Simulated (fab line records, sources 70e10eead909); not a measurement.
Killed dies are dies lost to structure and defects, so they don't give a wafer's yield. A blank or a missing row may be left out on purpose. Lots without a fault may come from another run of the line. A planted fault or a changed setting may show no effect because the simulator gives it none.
Which tool did it? | flow nand_harc | 24 lots, 72 wafers sampled, at 6 steps of a route of 1302

WHAT THE GAUGES READ, wafer by wafer
NHARC_A_SGD_CUT_OVL_MEAS_10. Usual: overlay_x_nm 0.0 nm, standard deviation 0.83; overlay_y_nm 0.1 nm, standard deviation 0.76.
lot  | measured     | on         | overlay_x_nm (nm) | overlay_y_nm (nm) | flag
L075 | day 18 07:31 | overlay-01 | 0.0 0.2 0.3       | 0.9 0.7 1.4       |
L074 | day 19 00:53 | overlay-02 | 0.5 0.7 0.1       | -0.4 0.6 0.2      |
L077 | day 19 00:33 | overlay-02 | 0.1 -0.2 0.0      | 0.3 0.1 0.4       |
L076 | day 19 00:43 | overlay-01 | -1.3 -1.2 -1.1    | 0.3 0.7 -0.1      |
L078 | day 20 05:17 | overlay-01 | 0.6 0.4 -0.1      | 1.3 0.0 0.8       |
L079 | day 20 09:47 | overlay-01 | -0.3 -1.3 -0.6    | 0.8 0.5 0.8       |
L080 | day 20 09:31 | overlay-01 | 0.9 1.4 1.3       | -0.7 -0.2 -1.0    |
L082 | day 21 18:02 | overlay-02 | 1.2 0.8 0.3       | 0.8 1.2 1.2       |
L081 | day 21 17:53 | overlay-01 | -0.1 -0.5 -0.1    | 0.6 1.3 0.4       |
L083 | day 22 07:22 | overlay-01 | 1.7 2.4 1.1       | -0.9 -0.9 -1.7    |
L084 | day 22 07:13 | overlay-02 | -0.1 -0.8 -0.1    | -1.0 -0.1 0.0     |
L085 | day 22 09:40 | overlay-01 | -1.6 -1.1 -1.3    | 1.0 1.0 0.7       |
L086 | day 22 13:46 | overlay-01 | 0.4 1.4 0.9       | 0.0 -0.3 -0.1     |
L087 | day 22 22:22 | overlay-01 | 0.1 0.4 0.3       | 0.0 0.4 -0.2      |
L088 | day 23 23:19 | overlay-02 | -0.1 -0.3 0.3     | -1.8 -1.4 -2.1    |
L089 | day 24 03:47 | overlay-01 | 0.5 0.6 0.8       | -0.7 0.0 -0.7     |
L090 | day 24 14:13 | overlay-02 | -0.3 -0.5 -0.7    | -0.4 -0.5 -0.1    |
L091 | day 24 20:49 | overlay-01 | -0.3 0.5 0.4      | 0.0 0.3 0.0       |
L093 | day 25 15:10 | overlay-01 | 0.6 1.3 1.1       | 0.6 0.5 0.8       |
L092 | day 25 14:10 | overlay-02 | 0.3 -0.3 -0.5     | -0.1 -0.2 -0.3    |
L094 | day 26 18:55 | overlay-02 | 0.7 0.1 0.4       | 1.2 0.7 0.7       |
L095 | day 26 18:46 | overlay-02 | -0.5 -1.2 -0.9    | -0.5 -0.3 -0.5    |
L096 | day 27 18:41 | overlay-01 | -1.7 -0.9 -0.7    | -0.5 -0.2 -0.1    |
L097 | day 27 18:32 | overlay-01 | -0.6 -0.5 -0.6    | 1.1 1.2 1.4       |

WHICH TOOL RAN EACH LOT (tool, then ch and the chambers of the sampled wafers, then the start)
lot  | NHARC_A_STAIRCASE_HM_OPEN_460                 | NHARC_A_STAIRCASE_HM_OPEN_463                 | NHARC_A_STAIRCASE_ETCH_453                    | NHARC_A_STAIRCASE_DEP_417       | NHARC_A_STAIRCASE_DEP_325
L075 | rie_diel-04 ch 0,1,2, day 16 05:02 or earlier | rie_diel-05 ch 0,1,3, day 16 05:02 or earlier | rie_diel-05 ch 0,2,3, day 16 05:02 or earlier | pecvd-01 ch 0,1,2, day 16 05:02 | pecvd-01 ch 0,1,2, day 17 13:46
L074 | rie_diel-03 ch 0,2, day 16 20:37 or earlier   | rie_diel-05 ch 0,3, day 16 20:37 or earlier   | rie_diel-05 ch 0,1, day 16 20:37 or earlier   | pecvd-02 ch 0,2, day 16 20:37   | pecvd-02 ch 0,1, day 18 05:40
L077 | rie_diel-05 ch 1,2, day 17 01:35 or earlier   | rie_diel-03 ch 0,3, day 17 01:35 or earlier   | rie_diel-03 ch 1,2, day 17 01:35 or earlier   | pecvd-03 ch 1,2, day 17 01:35   | pecvd-01 ch 0,1,2, day 18 05:34
L076 | rie_diel-03 ch 0,1,3, day 17 01:52 or earlier | rie_diel-04 ch 1,2,3, day 17 01:52 or earlier | rie_diel-04 ch 2,3, day 17 01:52 or earlier   | pecvd-03 ch 0,1,2, day 17 01:52 | pecvd-03 ch 1,2, day 18 05:34
L078 | rie_diel-04 ch 0,2,3, day 18 06:43 or earlier | rie_diel-04 ch 0,1,3, day 18 06:43 or earlier | rie_diel-04 ch 1,2, day 18 06:43 or earlier   | pecvd-03 ch 0,1, day 18 06:43   | pecvd-01 ch 0,1, day 19 10:34
L079 | rie_diel-04 ch 1,2,3, day 18 13:13 or earlier | rie_diel-04 ch 2,3, day 18 13:13 or earlier   | rie_diel-04 ch 0,1,3, day 18 13:13 or earlier | pecvd-02 ch 1,2, day 18 13:13   | pecvd-02 ch 1,2, day 19 17:57
L080 | rie_diel-04 ch 0,2,3, day 18 13:50 or earlier | rie_diel-03 ch 1,2, day 18 13:50 or earlier   | rie_diel-03 ch 0,1,2, day 18 13:50 or earlier | pecvd-02 ch 0,1,2, day 18 13:50 | pecvd-01 ch 0,1,2, day 19 17:52
L082 | rie_diel-04 ch 0,2,3, day 19 10:38 or earlier | rie_diel-05 ch 0,1,2, day 19 10:38 or earlier | rie_diel-05 ch 0,1,3, day 19 10:38 or earlier | pecvd-02 ch 0,2, day 19 10:38   | pecvd-02 ch 0,2, day 20 21:51
L081 | rie_diel-05 ch 0,1,2, day 19 12:54 or earlier | rie_diel-04 ch 0,1,3, day 19 12:54 or earlier | rie_diel-04 ch 0,1, day 19 12:54 or earlier   | pecvd-01 ch 0,1, day 19 12:54   | pecvd-03 ch 0,1,2, day 20 22:07
L083 | rie_diel-03 ch 2,3, day 20 05:59 or earlier   | rie_diel-04 ch 0,1,3, day 20 05:59 or earlier | rie_diel-04 ch 0,1,2, day 20 05:59 or earlier | pecvd-01 ch 0,1,2, day 20 05:59 | pecvd-01 ch 0,1,2, day 21 14:58
L084 | rie_diel-04 ch 0,1,3, day 20 12:20 or earlier | rie_diel-03 ch 1,2,3, day 20 12:20 or earlier | rie_diel-03 ch 0,1,3, day 20 12:20 or earlier | pecvd-02 ch 0,1, day 20 12:20   | pecvd-03 ch 0,2, day 21 14:58
L085 | rie_diel-04 ch 1,3, day 20 13:48 or earlier   | rie_diel-05 ch 1,2,3, day 20 13:48 or earlier | rie_diel-05 ch 0,3, day 20 13:48 or earlier   | pecvd-03 ch 0,1, day 20 13:48   | pecvd-02 ch 0,1,2, day 21 15:26
L086 | rie_diel-05 ch 0,1,3, day 20 17:16 or earlier | rie_diel-04 ch 0,1,2, day 20 17:16 or earlier | rie_diel-04 ch 0,2,3, day 20 17:16 or earlier | pecvd-02 ch 0,2, day 20 17:16   | pecvd-03 ch 0,2, day 21 19:19
L087 | rie_diel-04 ch 0,1,3, day 21 04:06 or earlier | rie_diel-04 ch 1,3, day 21 04:06 or earlier   | rie_diel-04 ch 1,2, day 21 04:06 or earlier   | pecvd-03 ch 1,2, day 21 04:06   | pecvd-01 ch 0,1, day 22 05:12
L088 | rie_diel-04 ch 1,3, day 21 23:39 or earlier   | rie_diel-03 ch 0,1, day 21 23:39 or earlier   | rie_diel-03 ch 0,2,3, day 21 23:39 or earlier | pecvd-02 ch 0,1,2, day 21 23:39 | pecvd-02 ch 1,2, day 23 03:13
L089 | rie_diel-04 ch 0,1,3, day 22 05:32 or earlier | rie_diel-04 ch 0,2, day 22 05:32 or earlier   | rie_diel-04 ch 0,1,3, day 22 05:32 or earlier | pecvd-02 ch 0,1,2, day 22 05:32 | pecvd-03 ch 0,1,2, day 23 11:17
L090 | rie_diel-03 ch 0,1,2, day 22 18:06 or earlier | rie_diel-03 ch 0,1, day 22 18:06 or earlier   | rie_diel-03 ch 0,1,3, day 22 18:06 or earlier | pecvd-03 ch 1,2, day 22 18:06   | pecvd-01 ch 0,1,2, day 23 21:55
L091 | rie_diel-03 ch 0,1, day 23 03:05 or earlier   | rie_diel-03 ch 1,2, day 23 03:05 or earlier   | rie_diel-03 ch 0,1,2, day 23 03:05 or earlier | pecvd-01 ch 0,2, day 23 03:05   | pecvd-02 ch 0,1,2, day 24 04:30
L093 | rie_diel-03 ch 0,3, day 23 17:32 or earlier   | rie_diel-03 ch 0,3, day 23 17:32 or earlier   | rie_diel-03 ch 0,2,3, day 23 17:32 or earlier | pecvd-03 ch 0,1,2, day 23 17:32 | pecvd-01 ch 0,1,2, day 24 21:48
L092 | rie_diel-03 ch 0,1,2, day 23 18:53 or earlier | rie_diel-05 ch 0,3, day 23 18:53 or earlier   | rie_diel-05 ch 0,2,3, day 23 18:53 or earlier | pecvd-01 ch 0,1,2, day 23 18:53 | pecvd-03 ch 0,1,2, day 24 21:45
L094 | rie_diel-05 ch 0,1, day 24 18:42 or earlier   | rie_diel-03 ch 0,1,2, day 24 18:42 or earlier | rie_diel-03 ch 1,2,3, day 24 18:42 or earlier | pecvd-01 ch 0,1, day 24 18:42   | pecvd-01 ch 1,2, day 26 02:01
L095 | rie_diel-04 ch 0,1,2, day 24 21:28 or earlier | rie_diel-03 ch 0,2, day 24 21:28 or earlier   | rie_diel-03 ch 0,1,2, day 24 21:28 or earlier | pecvd-03 ch 0,1,2, day 24 21:28 | pecvd-02 ch 0,1, day 26 01:56
L096 | rie_diel-05 ch 1,2,3, day 25 13:49 or earlier | rie_diel-03 ch 0,1,2, day 25 13:49 or earlier | rie_diel-03 ch 0,2,3, day 25 13:49 or earlier | pecvd-02 ch 0,1, day 25 13:49   | pecvd-02 ch 1,2, day 27 00:23
L097 | rie_diel-04 ch 1,2,3, day 25 18:57 or earlier | rie_diel-03 ch 0,1,3, day 25 18:57 or earlier | rie_diel-03 ch 0,2,3, day 25 18:57 or earlier | pecvd-02 ch 1,2, day 25 18:57   | pecvd-03 ch 0,1, day 27 00:53
- NHARC_A_STAIRCASE_HM_OPEN_460: chemistry O2/COS.
- NHARC_A_STAIRCASE_HM_OPEN_463: chemistry O2/COS.
- NHARC_A_STAIRCASE_ETCH_453: etches the open film in CF4/O2, target depth 30 nm, overetch 3 nm, time 16.5 s.
- NHARC_A_STAIRCASE_DEP_417: deposits Si3N4, target thk 60 nm.
- NHARC_A_STAIRCASE_DEP_325: deposits SiO2, target thk 7200 nm.

WHAT THE TOOLS THEMSELVES READ (means of the sampled wafers that have a number; where no wafer has one, the mark that the record gives instead)
NHARC_A_STAIRCASE_HM_OPEN_460. Usual: drypump_motor_current_A 5.8 A, standard deviation 0.38; oes_product_au 1.001 a.u., standard deviation 0.007; rf_vpp_V 467 V, standard deviation 3.9; showerhead_plenum_p_Torr 3.11 Torr, standard deviation 0.18; throttle_valve_pct 28.329 %, standard deviation 0.01.
lot  | tool        | drypump_motor_current_A (A) | oes_product_au (a.u.) | rf_vpp_V (V) | showerhead_plenum_p_Torr (Torr) | throttle_valve_pct (%) | flag
L075 | rie_diel-04 | 5.8                         | 0.992                 | 467          | 3.15                            | 28.327                 |
L074 | rie_diel-03 | 5.1                         | 1.008                 | 467          | 3.12                            | 28.321                 |
L077 | rie_diel-05 | 5.6                         | 1.003                 | 467          | 3.09                            | 28.328                 |
L076 | rie_diel-03 | 5.7                         | 1.009                 | 464          | 2.97                            | 28.332                 |
L078 | rie_diel-04 | 5.9                         | 1.001                 | 466          | 3.08                            | 28.335                 |
L079 | rie_diel-04 | 5.9                         | 0.997                 | 464          | 2.99                            | 28.339                 |
L080 | rie_diel-04 | 5.8                         | 0.994                 | 466          | 3.08                            | 28.325                 |
L082 | rie_diel-04 | 5.9                         | 1.001                 | 466          | 3.07                            | 28.326                 |
L081 | rie_diel-05 | 5.9                         | 1.004                 | 468          | 3.15                            | 28.332                 |
L083 | rie_diel-03 | 5.7                         | 1.005                 | 472          | 3.35                            | 28.320                 |
L084 | rie_diel-04 | 6.0                         | 0.998                 | 467          | 3.12                            | 28.326                 |
L085 | rie_diel-04 | 6.1                         | 0.996                 | 464          | 2.97                            | 28.335                 |
L086 | rie_diel-05 | 5.6                         | 1.000                 | 471          | 3.28                            | 28.335                 |
L087 | rie_diel-04 | 6.0                         | 1.002                 | 468          | 3.12                            | 28.324                 |
L088 | rie_diel-04 | 6.0                         | 1.005                 | 466          | 3.02                            | 28.335                 |
L089 | rie_diel-04 | 6.0                         | 0.996                 | 467          | 3.11                            | 28.333                 |
L090 | rie_diel-03 | 5.4                         | 1.003                 | 466          | 3.08                            | 28.328                 |
L091 | rie_diel-03 | 5.4                         | 0.993                 | 464          | 2.98                            | 28.330                 |
L093 | rie_diel-03 | 5.5                         | 1.004                 | 466          | 3.11                            | 28.333                 |
L092 | rie_diel-03 | 5.3                         | 0.996                 | 466          | 3.07                            | 28.329                 |
L094 | rie_diel-05 | 5.7                         | 1.000                 | 470          | 3.21                            | 28.330                 |
L095 | rie_diel-04 | 5.9                         | 0.996                 | 467          | 3.11                            | 28.334                 |
L096 | rie_diel-05 | 5.6                         | 1.006                 | 471          | 3.27                            | 28.330                 |
L097 | rie_diel-04 | 5.9                         | 1.005                 | 463          | 2.96                            | 28.321                 |

NHARC_A_STAIRCASE_HM_OPEN_463. Usual: drypump_motor_current_A 5.7 A, standard deviation 0.42; oes_product_au 1.001 a.u., standard deviation 0.0068; rf_vpp_V 467 V, standard deviation 3.9; showerhead_plenum_p_Torr 3.11 Torr, standard deviation 0.18; throttle_valve_pct 28.329 %, standard deviation 0.01.
lot  | tool        | drypump_motor_current_A (A) | oes_product_au (a.u.) | rf_vpp_V (V) | showerhead_plenum_p_Torr (Torr) | throttle_valve_pct (%) | flag
L075 | rie_diel-05 | 5.6                         | 1.001                 | 467          | 3.14                            | 28.332                 |
L074 | rie_diel-05 | 5.9                         | 1.004                 | 466          | 3.05                            | 28.330                 |
L077 | rie_diel-03 | 5.8                         | 1.008                 | 464          | 2.94                            | 28.335                 |
L076 | rie_diel-04 | 5.9                         | 0.995                 | 464          | 2.99                            | 28.324                 |
L078 | rie_diel-04 | 6.0                         | 1.002                 | 467          | 3.13                            | 28.335                 |
L079 | rie_diel-04 | 5.9                         | 1.000                 | 463          | 2.93                            | 28.315                 |
L080 | rie_diel-03 | 5.3                         | 1.001                 | 469          | 3.19                            | 28.323                 |
L082 | rie_diel-05 | 6.0                         | 0.999                 | 467          | 3.15                            | 28.322                 |
L081 | rie_diel-04 | 6.0                         | 1.001                 | 468          | 3.12                            | 28.333                 |
L083 | rie_diel-04 | 6.0                         | 0.996                 | 467          | 3.12                            | 28.327                 |
L084 | rie_diel-03 | 5.7                         | 1.005                 | 469          | 3.21                            | 28.330                 |
L085 | rie_diel-05 | 5.6                         | 0.994                 | 467          | 3.12                            | 28.327                 |
L086 | rie_diel-04 | 5.9                         | 1.000                 | 467          | 3.13                            | 28.326                 |
L087 | rie_diel-04 | 6.0                         | 1.009                 | 465          | 3.03                            | 28.329                 |
L088 | rie_diel-03 | 5.4                         | 0.999                 | 463          | 2.99                            | 28.323                 |
L089 | rie_diel-04 | 5.7                         | 0.994                 | 467          | 3.07                            | 28.330                 |
L090 | rie_diel-03 | 5.4                         | 1.007                 | 465          | 2.98                            | 28.325                 |
L091 | rie_diel-03 | 5.6                         | 0.999                 | 467          | 3.06                            | 28.326                 |
L093 | rie_diel-03 | 5.5                         | 1.002                 | 467          | 3.11                            | 28.325                 |
L092 | rie_diel-05 | 5.9                         | 1.003                 | 471          | 3.33                            | 28.335                 |
L094 | rie_diel-03 | 5.4                         | 1.006                 | 466          | 3.07                            | 28.333                 |
L095 | rie_diel-03 | 5.1                         | 0.997                 | 468          | 3.18                            | 28.335                 |
L096 | rie_diel-03 | 5.4                         | 0.996                 | 466          | 3.07                            | 28.331                 |
L097 | rie_diel-03 | 5.7                         | 1.002                 | 467          | 3.09                            | 28.334                 |

NHARC_A_STAIRCASE_ETCH_453. Usual: drypump_motor_current_A 5.7 A, standard deviation 0.42; oes_product_au 1.001 a.u., standard deviation 0.0069; rf_vpp_V 197.6 V, standard deviation 1.7; showerhead_plenum_p_Torr 1.33 Torr, standard deviation 0.08; throttle_valve_pct 13.398 %, standard deviation 0.0087.
lot  | tool        | drypump_motor_current_A (A) | oes_product_au (a.u.) | rf_vpp_V (V) | showerhead_plenum_p_Torr (Torr) | throttle_valve_pct (%) | flag
L075 | rie_diel-05 | 5.9                         | 1.001                 | 197.4        | 1.30                            | 13.400                 |
L074 | rie_diel-05 | 6.0                         | 0.995                 | 197.2        | 1.28                            | 13.403                 |
L077 | rie_diel-03 | 5.3                         | 1.005                 | 199.2        | 1.37                            | 13.399                 |
L076 | rie_diel-04 | 5.9                         | 0.996                 | 196.5        | 1.25                            | 13.399                 |
L078 | rie_diel-04 | 5.7                         | 0.996                 | 196.5        | 1.28                            | 13.395                 |
L079 | rie_diel-04 | 6.0                         | 0.997                 | 198.0        | 1.34                            | 13.399                 |
L080 | rie_diel-03 | 5.4                         | 1.001                 | 197.5        | 1.32                            | 13.401                 |
L082 | rie_diel-05 | 5.6                         | 0.988                 | 199.0        | 1.41                            | 13.393                 |
L081 | rie_diel-04 | 5.9                         | 0.993                 | 198.9        | 1.40                            | 13.400                 |
L083 | rie_diel-04 | 5.8                         | 1.007                 | 198.0        | 1.34                            | 13.395                 |
L084 | rie_diel-03 | 5.7                         | 1.007                 | 197.1        | 1.33                            | 13.390                 |
L085 | rie_diel-05 | 5.6                         | 0.996                 | 200.0        | 1.42                            | 13.397                 |
L086 | rie_diel-04 | 5.9                         | 1.009                 | 197.1        | 1.31                            | 13.396                 |
L087 | rie_diel-04 | 5.7                         | 1.007                 | 196.4        | 1.27                            | 13.400                 |
L088 | rie_diel-03 | 5.4                         | 1.008                 | 199.0        | 1.38                            | 13.389                 |
L089 | rie_diel-04 | 6.0                         | 1.001                 | 198.2        | 1.33                            | 13.398                 |
L090 | rie_diel-03 | 5.7                         | 0.995                 | 197.4        | 1.33                            | 13.404                 |
L091 | rie_diel-03 | 5.3                         | 0.995                 | 197.4        | 1.32                            | 13.394                 |
L093 | rie_diel-03 | 5.4                         | 1.005                 | 199.1        | 1.38                            | 13.393                 |
L092 | rie_diel-05 | 5.9                         | 1.000                 | 198.1        | 1.36                            | 13.393                 |
L094 | rie_diel-03 | 5.7                         | 1.002                 | 198.4        | 1.37                            | 13.394                 |
L095 | rie_diel-03 | 5.4                         | 1.007                 | 197.3        | 1.31                            | 13.400                 |
L096 | rie_diel-03 | 5.4                         | 0.999                 | 197.9        | 1.37                            | 13.405                 |
L097 | rie_diel-03 | 5.4                         | 1.007                 | 198.2        | 1.37                            | 13.403                 |

NHARC_A_STAIRCASE_DEP_417. Usual: heater_power_w 721 W, standard deviation 96.
lot  | tool     | heater_power_w (W) | flag
L075 | pecvd-01 | 717                |
L074 | pecvd-02 | 819                |
L077 | pecvd-03 | 601                |
L076 | pecvd-03 | 630                |
L078 | pecvd-03 | 681                |
L079 | pecvd-02 | 773                |
L080 | pecvd-02 | 811                |
L082 | pecvd-02 | 838                |
L081 | pecvd-01 | 740                |
L083 | pecvd-01 | 715                |
L084 | pecvd-02 | 711                |
L085 | pecvd-03 | 622                |
L086 | pecvd-02 | 817                |
L087 | pecvd-03 | 655                |
L088 | pecvd-02 | 797                |
L089 | pecvd-02 | 767                |
L090 | pecvd-03 | 653                |
L091 | pecvd-01 | 669                |
L093 | pecvd-03 | 658                |
L092 | pecvd-01 | 700                |
L094 | pecvd-01 | 717                |
L095 | pecvd-03 | 646                |
L096 | pecvd-02 | 785                |
L097 | pecvd-02 | 820                |

NHARC_A_STAIRCASE_DEP_325. Usual: heater_power_w 654 W, standard deviation 100; mfc_precursor_sccm 199.9 sccm, standard deviation 0.64.
lot  | tool     | heater_power_w (W) | mfc_precursor_sccm (sccm) | flag
L075 | pecvd-01 | 708                | 199.4                     |
L074 | pecvd-02 | 738                | 199.9                     |
L077 | pecvd-01 | 639                | 200.0                     |
L076 | pecvd-03 | 600                | 199.6                     |
L078 | pecvd-01 | 665                | 200.1                     |
L079 | pecvd-02 | 670                | 199.8                     |
L080 | pecvd-01 | 659                | 199.9                     |
L082 | pecvd-02 | 819                | 199.7                     |
L081 | pecvd-03 | 567                | 199.9                     |
L083 | pecvd-01 | 597                | 200.2                     |
L084 | pecvd-03 | 563                | 200.5                     |
L085 | pecvd-02 | 726                | 199.9                     |
L086 | pecvd-03 | 579                | 200.1                     |
L087 | pecvd-01 | 629                | 200.1                     |
L088 | pecvd-02 | 734                | 199.7                     |
L089 | pecvd-03 | 546                | 199.3                     |
L090 | pecvd-01 | 674                | 200.2                     |
L091 | pecvd-02 | 738                | 199.4                     |
L093 | pecvd-01 | 584                | 201.1                     |
L092 | pecvd-03 | 606                | 199.8                     |
L094 | pecvd-01 | 689                | 199.8                     |
L095 | pecvd-02 | 745                | 199.9                     |
L096 | pecvd-02 | 759                | 199.8                     |
L097 | pecvd-03 | 602                | 199.1                     |

THE ANSWER, worked out from the rows above alone
Rule: a lot is off if the mean of its wafers that have a number lies more than 3 standard deviations from the usual mean. A lot without any number at a reading at which 4 lots or more have one is off too. The other lots that the step has rows for count as sound. The gauges are gone through in route order, then the tools' own readings, and for those a lot's mean is taken as printed above. The first step at which some lot is off is used, and at that step the reading that is off furthest; a lot without a number counts as furthest.
No lot is off at any reading shown: from this, nothing can be told.

WHAT THE SIMULATOR HAD PUT IN
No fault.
